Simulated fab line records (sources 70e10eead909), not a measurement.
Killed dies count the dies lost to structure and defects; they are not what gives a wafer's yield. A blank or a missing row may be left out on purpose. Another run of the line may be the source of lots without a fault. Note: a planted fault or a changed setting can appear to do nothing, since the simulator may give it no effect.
Matching of chambers -- flow nand harc -- NHARC_A_CHANNEL_HOLE_D1_DESCUM_15 on rie diel-03 has 4 sister chambers
The step chemistry O2, time 3 s. 14 wafers are shown with their chamber, then 7 later ones without.

## WAFERS, EACH WITH ITS CHAMBER
wafer,chamber,showerhead plenum p Torr (Torr),drypump motor current A (A),oes product au (a.u.)
L082.2,2,1.93,6.03,1.009
L082.3,1,1.82,6.20,1.008
L082.4,3,1.94,5.70,1.011
L084.1,1,1.82,6.23,0.993
L084.2,2,1.93,6.03,1.017
L084.4,3,1.94,5.72,1.012
L088.1,2,1.93,6.01,1.009
L088.2,0,1.80,6.01,0.993
L088.4,1,1.81,6.18,1.004
L089.2,2,1.93,6.03,1.012
L089.4,1,1.81,6.16,1.001
L089.5,3,1.94,5.70,0.996
L091.1,0,1.80,6.03,0.994
L091.2,3,1.94,5.73,1.003

SIGNATURES (averages over the wafers above)
reading,chamber 0,chamber 1,chamber 2,chamber 3,scatter within a chamber
showerhead plenum p Torr,1.8000,1.8150,1.9300,1.9400,0.00316
drypump motor current A,6.0200,6.1925,6.0250,5.7125,0.0196
oes product au,0.99350,1.00150,1.01175,1.00550,0.00577
Rule: a wafer's distance from a chamber is the root of the sum, over the readings, of the square of ((its reading less the chamber's mean) divided by the reading's scatter). If the next closest chamber is less than 2 further off than the closest, the wafer can't be placed; otherwise it belongs to the closest. How the scatter is found: for the shown wafers, subtract from each reading the mean of its chamber, square and add these, divide the total by (wafers less chambers), then take the root.

## WAFERS WHOSE CHAMBER IS MISSING
wafer,showerhead plenum p Torr (Torr),drypump motor current A (A),oes product au (a.u.)
L091.3,1.81,6.18,0.992
L095.2,1.81,6.15,0.991
L095.5,1.94,5.70,1.004
L095.6,1.80,6.05,1.001
L096.1,1.94,5.72,1.009
L096.5,1.81,6.14,1.003
L096.6,1.93,6.04,1.015

## THE CHAMBER EACH PASSED THROUGH
wafer,from the rows above,in truth
L091.3,1,1
L095.2,1,1
L095.5,3,3
L095.6,0,0
L096.1,3,3
L096.5,1,1
L096.6,2,2
Placed correctly: 7 of 7. Can't be placed from these rows: 0. 0 placed wrongly.
